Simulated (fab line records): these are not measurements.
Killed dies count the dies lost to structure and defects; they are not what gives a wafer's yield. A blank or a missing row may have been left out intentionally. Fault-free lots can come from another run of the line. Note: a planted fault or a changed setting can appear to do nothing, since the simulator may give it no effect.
Which tool was responsible?	flow n5_finfet	63 wafers from 21 lots sampled at 2 of the route's 1938 steps

WHAT EACH GAUGE READ, for each wafer
N5_BEOL_M3_THK_MEAS_53: measures by xrf. Usual: M3_THK 38.7 nm, standard deviation 1.8.
lot	measured	on	M3_THK (nm)	flag
L074	day 7 15:39	film_metro-02	38.5 37.9 36.9	
L075	day 7 20:22	film_metro-02	37.9 37.9 39.0	
L077	day 8 12:52	film_metro-02	39.8 40.0 42.0	
L078	day 9 05:28	film_metro-01	39.5 38.9 42.4	
L080	day 9 05:59	film_metro-01	37.5 38.3 36.6	
L079	day 9 06:27	film_metro-01	38.4 40.8 39.5	
L081	day 9 09:11	film_metro-01	38.2 40.7 38.1	
L082	day 9 20:06	film_metro-01	37.6 39.2 40.6	
L084	day 11 00:02	film_metro-01	37.8 39.9 41.3	
L086	day 11 02:41	film_metro-02	38.1 38.1 40.7	
L085	day 11 05:03	film_metro-02	36.6 38.4 39.3	
L088	day 11 08:28	film_metro-02	33.6 36.4 39.5	
L087	day 11 09:34	film_metro-02	38.8 38.7 39.1	
L090	day 11 12:46	film_metro-01	38.5 38.0 37.8	
L091	day 11 16:47	film_metro-01	36.9 37.2 36.5	
L089	day 11 17:59	film_metro-01	35.7 38.0 40.2	
L092	day 12 09:04	film_metro-02	39.6 40.3 41.1	
L093	day 13 03:25	film_metro-02	38.3 39.3 40.6	
L094	day 13 04:45	film_metro-02	37.5 40.3 39.9	
L096	day 13 11:17	film_metro-02	39.2 38.9 37.2	
L097	day 13 16:47	film_metro-01	36.6 36.8 39.1	

WHICH TOOL RAN EACH LOT (tool, then ch and the chambers of the sampled wafers, then the start)
lot	N5_BEOL_M3_CMP_52
L074	cmp-01 ch 2,3, day 7 15:23
L075	cmp-03 ch 0,1,3, day 7 20:04
L077	cmp-01 ch 0,1,2, day 8 12:37
L078	cmp-01 ch 1,2,3, day 9 05:12
L080	cmp-03 ch 1,2,3, day 9 05:44
L079	cmp-01 ch 0,1,2, day 9 06:10
L081	cmp-01 ch 0,2,3, day 9 08:58
L082	cmp-01 ch 1,2, day 9 19:50
L084	cmp-03 ch 0,1, day 10 23:44
L086	cmp-01 ch 0,2, day 11 02:26
L085	cmp-04 ch 0,1,2, day 11 04:52
L088	cmp-03 ch 0,2, day 11 08:13
L087	cmp-01 ch 0,1,2, day 11 09:17
L090	cmp-04 ch 0,1,2, day 11 12:28
L091	cmp-03 ch 1,2,3, day 11 16:32
L089	cmp-04 ch 0,1,3, day 11 17:41
L092	cmp-04 ch 0,2, day 12 08:46
L093	cmp-04 ch 0,2, day 13 03:09
L094	cmp-03 ch 0,2,3, day 13 04:34
L096	cmp-01 ch 0,2,3, day 13 11:04
L097	cmp-03 ch 0,2,3, day 13 16:29
- N5_BEOL_M3_CMP_52: polishes, stops on SiOC, t overpolish 6.8 s, target thk 40 nm.

WHAT THE TOOLS THEMSELVES READ (means of the sampled wafers that have a number; where no wafer has one, the mark that the record gives instead)
N5_BEOL_M3_CMP_52. Usual: barrier_field_endpoint_s 24.7 s, standard deviation 0.76; motor_current_A 6.1 A, standard deviation 0.68; overpolish_run_s 6.798 s, standard deviation 0.009; time_to_endpoint_s 63 s, standard deviation 4.
lot	tool	barrier_field_endpoint_s (s)	motor_current_A (A)	overpolish_run_s (s)	time_to_endpoint_s (s)	flag
L074	cmp-01	24.7	6.7	6.805	64	
L075	cmp-03	24.5	6.9	6.793	62	
L077	cmp-01	24.9	5.9	6.797	65	
L078	cmp-01	25.1	6.1	6.794	66	
L080	cmp-03	24.0	6.2	6.784	63	
L079	cmp-01	25.6	6.0	6.790	64	
L081	cmp-01	25.8	6.4	6.797	69	
L082	cmp-01	24.9	5.4	6.795	62	
L084	cmp-03	24.8	6.5	6.793	63	
L086	cmp-01	25.3	6.4	6.798	65	
L085	cmp-04	24.5	5.6	6.803	63	
L088	cmp-03	24.2	6.6	6.805	59	
L087	cmp-01	24.3	6.1	6.798	61	
L090	cmp-04	24.6	5.5	6.794	57	
L091	cmp-03	24.7	6.1	6.803	63	
L089	cmp-04	24.9	5.3	6.797	64	
L092	cmp-04	23.8	5.8	6.802	57	
L093	cmp-04	24.6	5.9	6.799	62	
L094	cmp-03	24.4	6.7	6.799	63	
L096	cmp-01	24.5	6.5	6.796	62	
L097	cmp-03	24.5	6.5	6.799	60	

THE ANSWER, worked out from the rows above alone
Rule: a lot counts as off when the mean over its wafers that have a number is more than 3 standard deviations away from the usual mean. Also off: a lot with no number at a reading for which 4 or more lots have one. All remaining lots with rows at the step are treated as sound. First the gauges in route order, then the tools' own readings, where a lot's mean is used as printed above. At the first step where some lot is off, the reading lying furthest off is the one used; lots without a number count as furthest.
No lot is off on any of the readings shown, so nothing can be concluded from this.

WHAT HAD BEEN PUT IN BY THE SIMULATOR
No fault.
